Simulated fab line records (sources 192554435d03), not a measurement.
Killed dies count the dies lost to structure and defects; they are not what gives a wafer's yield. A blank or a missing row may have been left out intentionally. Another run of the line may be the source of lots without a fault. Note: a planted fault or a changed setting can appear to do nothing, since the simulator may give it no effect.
A struck lot beside a sound one | flow n5Finfet | 39 steps out of a route of 1938
Sound: these wafers, L391.1, L391.3, L391.5. Struck: wafers L383.2, L383.5. (L383.3 of the same lot was not struck and is left out.) The cause comes at the end.
At each step with rows: each side's tool, then ch and its chambers, then its first start. Under that, the readings that differ: sound wafers | struck wafers | difference of the means | sigmas: that difference in standard deviations of wafers without a fault.
alike: words and numbers the same on both sides, and readings whose means are apart by under 2 such deviations; not compared: readings that were withheld, readings missing a value for some wafer, numbers with overlapping values and no deviation given by the record, and bounds like >300 which may hide the same value.
The two part at a step that has a row with sigmas, a row that says differs or no value, or rows on one side only. Numbers that don't overlap but have no deviation are shown without sigmas and don't part them. A reading that every wafer of one side lacks parts them only if that side has two wafers or more.

first, 9 steps without rows for these wafers: N5_HKMG_FIN_DESCUM_17 (chemistry O2, time 7.9 s); N5_HKMG_FIN_ETCH_31 (etches SiARC in CF4, target depth 45.5 nm, time 75.8 s); N5_HKMG_FIN_ETCH_32 (etches SOC in N2/H2, target depth 240 nm, time 300 s); N5_HKMG_FIN_STRIP_33 (strips in N2/H2); N5_HKMG_FIN_STRIP_34 (strips in CF4); N5_HKMG_FIN_ETCH_35 (etches SOC in N2/H2, target depth 215.8 nm, time 243.4 s); N5_HKMG_FIN_STRIP_92 (strips SOC in N2/H2, time 20 s); N5_HKMG_FIN_WET_ETCH_18 (etches TiN in SC1, time 55 s, target depth 5.2 nm, rinse time 30 s); N5_HKMG_FIN_STRIP_19 (strips in N2/H2, time 360 s).
N5_HKMG_FIN_ALD_91: deposits TiN, target thk 1 nm, pulse time 1 s, purge time 3 s.
  sound on aldMetal-02 ch 0,1,3, day 8 16:39; struck on aldMetal-01 ch 0,2, day 6 18:46
reading                                 | sound    | struck  | difference | sigmas
aldCycles                               | 47 47 47 | 33 33   | -14        | 
model.TiN_of_HKMG_FIN_ALD_91.thkNm (nm) | 1 1 1    | 0.6 0.6 | -0.4       | 
  alike: heaterPowerW, precursorPulseHeightRel
then, 1 step without rows for these wafers: N5_HKMG_FIN_COAT_85 (time 60 s, resist thk 300 nm).
N5_HKMG_FIN_ETCH_86: etches SOC in N2/H2, stops on TiN, target depth 393.2 nm.
  sound on rieDiel-06 ch 0,3, day 8 17:06; struck on rieDiel-05 ch 1,2, day 6 19:08
reading                                 | sound | struck  | difference | sigmas
model.TiN_of_HKMG_FIN_ALD_91.thkNm (nm) | 1 1 1 | 0.6 0.6 | -0.4       | 
  alike: drypumpMotorCurrentA, oesProductAu, rfVppV, showerheadPlenumPTorr, throttleValvePct
  not compared: rfHoursCounterH
then, 25 steps without rows for these wafers: N5_HKMG_FIN_STRIP_89 (strips SOC in N2/H2, time 20 s); N5_HKMG_FIN_WET_ETCH_87 (etches TiN in SC1, time 154.2 s, target depth 4.7 nm, rinse time 30 s); N5_HKMG_FIN_STRIP_88 (strips in N2/H2, time 360 s); N5_HKMG_FIN_NWFM_ALD_20 (deposits TiAlC, target thk 2 nm, pulse time 3 s, purge time 2 s); N5_HKMG_FIN_ALD_71 (deposits TiN, target thk 1 nm, pulse time 1 s, purge time 3 s); N5_HKMG_FIN_COAT_66 (time 60 s, resist thk 300 nm); N5_HKMG_FIN_ETCH_67 (etches SOC in N2/H2, stops on TiN, target depth 388.9 nm); N5_HKMG_FIN_STRIP_90 (strips SOC in N2/H2, time 20 s); N5_HKMG_FIN_WET_ETCH_73 (etches the open film in SC1, time 42.3 s, target depth 1.3 nm, rinse time 30 s); N5_HKMG_FIN_ETCHBACK_68 (etches the open film in Cl2/Ar, stops on HfO2, target depth 0.5 nm); N5_HKMG_FIN_STRIP_69 (strips in N2/H2, time 360 s); N5_HKMG_FIN_ALD_21 (deposits TiN, target thk 1.5 nm, pulse time 1 s, purge time 3 s); N5_HKMG_FIN_ALD_72 (deposits W, target thk 2 nm, pulse time 1 s, purge time 2 s); N5_HKMG_FIN_W_FILL_22 (material W, target thk 60 nm, time 18.2 s); N5_HKMG_FIN_PRECLEAN_83 (cleans in DIW, time 57.5 s); N5_HKMG_FIN_SRD_84 (dry time 32 s); N5_HKMG_FIN_CMP_23 (polishes, stops on SiNx, t overpolish 10 s, target thk 46.326 nm); N5_HKMG_FIN_CMP_94 (polishes, stops on SiNx, t overpolish 4.7 s, target thk 43.299 nm); N5_GATE_CUT_ETCHBACK_00 (etches W in SF6/Cl2); N5_GATE_CUT_ETCH_56 (etches TiN in Cl2/Ar, target depth 21.6 nm); N5_GATE_CUT_ETCHBACK_30 (etches TiN in Cl2/Ar, target depth 3 nm); N5_GATE_CUT_VAPOR_ETCH_60 (etches HfO2 in BCl3/Cl2); N5_GATE_CUT_ETCH_58 (etches SiNx in CH3F/O2, target depth 17 nm, time 128.6 s); N5_GATE_CUT_STRIP_59 (strips in N2/H2, time 20 s); N5_GATE_CUT_PRECLEAN_31 (cleans in DIW, time 300 s).
-- a jump in the record: the struck wafers' starts before and after are 5 days apart (it breaks off in module GATE_CUT and resumes in module BEOL_M4, where the first step shown is number 1111 of the route) --
N5_BEOL_M4_RC_MEAS_101:
  sound on prober-01 ch 0, day 13 09:04; struck on prober-02 ch 0, day 11 12:56
reading             | sound                      | struck              | difference | sigmas
IOFF_N (nA/um)      | 0.17 0.18 0.18             | 0.95 0.60           | +0.60      | +14
IOFF_N_85C (nA/um)  | 3.2 3.3 3.4                | 14.1 9.7            | +8.6       | +12
IOFF_N_LIN (nA/um)  | 0.074 0.080 0.083          | 0.410 0.283         | +0.267     | +16
IOFF_N_LONG (nA/um) | 5.25e-05 5.12e-05 5.19e-05 | 0.0001682 0.0001687 | +0.0001166 | +45
IOFF_P_LONG (nA/um) | 9.4e-05 9.8e-05 0.000106   | 7.8e-05 7.9e-05     | -2.1e-05   | -2
ION_N (uA/um)       | 676 687 679                | 769 752             | +80        | +5
ION_P (uA/um)       | 458 466 473                | 443 438             | -25        | -3
VT_N (mV)           | 249 248 246                | 205 212             | -39        | -10
VT_N_LONG (mV)      | 276.5 275.5 276.8          | 237.6 238.5         | -38.2      | -17
VT_N_LVT (mV)       | 98 97 95                   | 52 59               | -41        | -9
VT_P (mV)           | -253 -250 -248             | -258 -263           | -10        | -2
VT_P_LONG (mV)      | -280 -278 -279             | -290 -286           | -9         | -3
  alike: DIBL_N, DIBL_P, IOFF_P, SS_N, SS_P
-- here the record skips 4 days between the struck wafers' starts before and after, leaving off in module BEOL_M4 and picking up in module PASSIVATION (first step shown: number 1936 of the route) --
N5_PASSIVATION_PROBE_49:
  sound: prober-01 at day 18 08:57; struck: prober-01 at day 15 15:38
reading                | sound          | struck      | difference | sigmas
defectLimitedYield (%) | 88.6 89.8 91.5 | 90.9 80.6   | -4.2       | -3
killedAtFrontEnd       | 51 42 34       | 43 154      | +56        | +6
killedDies             | 134 120 100    | 107 229     | +50        | +3
killedOnRim            | 15 18 12       | 14 75       | +30        | +7
sort_bin_4_leakage (%) | 0 0 0          | 90.93 72.97 | +81.95     | +99 or more
sort_bin_6_memory (%)  | 5.3 4.8 4.2    | 2.6 3.3     | -1.8       | -3
sortNPass              | 1046 1060 1080 | 0 87        | -1018      | -60
  alike: killed_at_M0_to_M3, killed_at_M4_up, killedAtContacts, killedAtOther, killedOpen, killedShort, sort_bin_5_function, sort_bin_8_speed

## WHERE THEY PART
Earliest at N5_BEOL_M4_RC_MEAS_101; latest, in this record, at N5_PASSIVATION_PROBE_49.

WHY: the cause the simulator had injected
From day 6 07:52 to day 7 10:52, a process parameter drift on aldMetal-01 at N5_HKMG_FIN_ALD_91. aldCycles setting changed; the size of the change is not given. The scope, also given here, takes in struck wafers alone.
